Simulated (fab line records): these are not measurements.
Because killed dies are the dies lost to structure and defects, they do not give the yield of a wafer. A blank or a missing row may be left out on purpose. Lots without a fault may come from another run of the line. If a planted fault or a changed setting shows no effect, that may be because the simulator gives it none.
Chamber matching | flow n5Finfet | N5_BEOL_M4_ETCH_74 on rieDiel-06: 4 sister chambers
The step etches underlayer in N2/H2, target depth 6.5 nm, time 5.2 s. 16 wafers are shown with their chamber, then 8 later ones without.

WAFERS WITH THEIR CHAMBER
wafer  | chamber | showerheadPlenumPTorr (Torr) | throttleValvePct (%) | oesProductAu (a.u.)
L076.1 | 3       | 2.48                         | 17.70                | 0.70
L076.4 | 1       | 2.55                         | 17.72                | 0.69
L076.6 | 3       | 2.48                         | 17.75                | 0.69
L077.2 | 3       | 2.48                         | 17.73                | 0.69
L077.5 | 3       | 2.48                         | 17.73                | 0.69
L077.6 | 2       | 2.47                         | 18.06                | 0.68
L078.1 | 3       | 2.48                         | 17.74                | 0.69
L078.2 | 0       | 2.63                         | 18.24                | 0.62
L078.4 | 2       | 2.47                         | 18.06                | 0.68
L079.1 | 1       | 2.55                         | 17.76                | 0.68
L079.2 | 2       | 2.47                         | 18.05                | 0.70
L079.5 | 3       | 2.48                         | 17.76                | 0.70
L081.2 | 3       | 2.48                         | 17.72                | 0.68
L081.4 | 0       | 2.63                         | 18.26                | 0.61
L081.5 | 3       | 2.48                         | 17.75                | 0.68
L084.2 | 2       | 2.46                         | 18.09                | 0.68

SIGNATURES (averages over the wafers above)
reading               | chamber 0 | chamber 1 | chamber 2 | chamber 3 | scatter within a chamber
showerheadPlenumPTorr | 2.6300    | 2.5500    | 2.4675    | 2.4800    | 0.0025
throttleValvePct      | 18.2500   | 17.7400   | 18.0650   | 17.7350   | 0.0194
oesProductAu          | 0.6150    | 0.6850    | 0.6850    | 0.6900    | 0.00816
Rule: for each reading, subtract the chamber's mean from the wafer's reading, divide by that reading's scatter and square the result; add these up over the readings and take the root, which gives the wafer's distance from the chamber. The wafer belongs to the nearest chamber; if the next one is less than 2 further off, it can't be placed. The scatter: take each reading less its chamber's mean, square it, sum over the shown wafers, divide by the number of wafers less the number of chambers, and take the root.

WAFERS WITHOUT THEIR CHAMBER
wafer  | showerheadPlenumPTorr (Torr) | throttleValvePct (%) | oesProductAu (a.u.)
L084.5 | 2.54                         | 17.75                | 0.65
L084.6 | 2.46                         | 18.09                | 0.67
L088.1 | 2.46                         | 18.10                | 0.66
L088.2 | 2.47                         | 17.75                | 0.67
L088.4 | 2.63                         | 18.23                | 0.61
L092.1 | 2.45                         | 18.11                | 0.66
L092.2 | 2.62                         | 18.24                | 0.60
L092.5 | 2.62                         | 18.24                | 0.60

EACH ONE'S CHAMBER
wafer  | from the rows above | in truth
L084.5 | 1                   | 1
L084.6 | 2                   | 2
L088.1 | 2                   | 2
L088.2 | 3                   | 3
L088.4 | 0                   | 0
L092.1 | 2                   | 2
L092.2 | 0                   | 0
L092.5 | 0                   | 0
Correctly placed: 8 of 8. Number that these rows cannot place: 0. Number placed wrongly: 0.
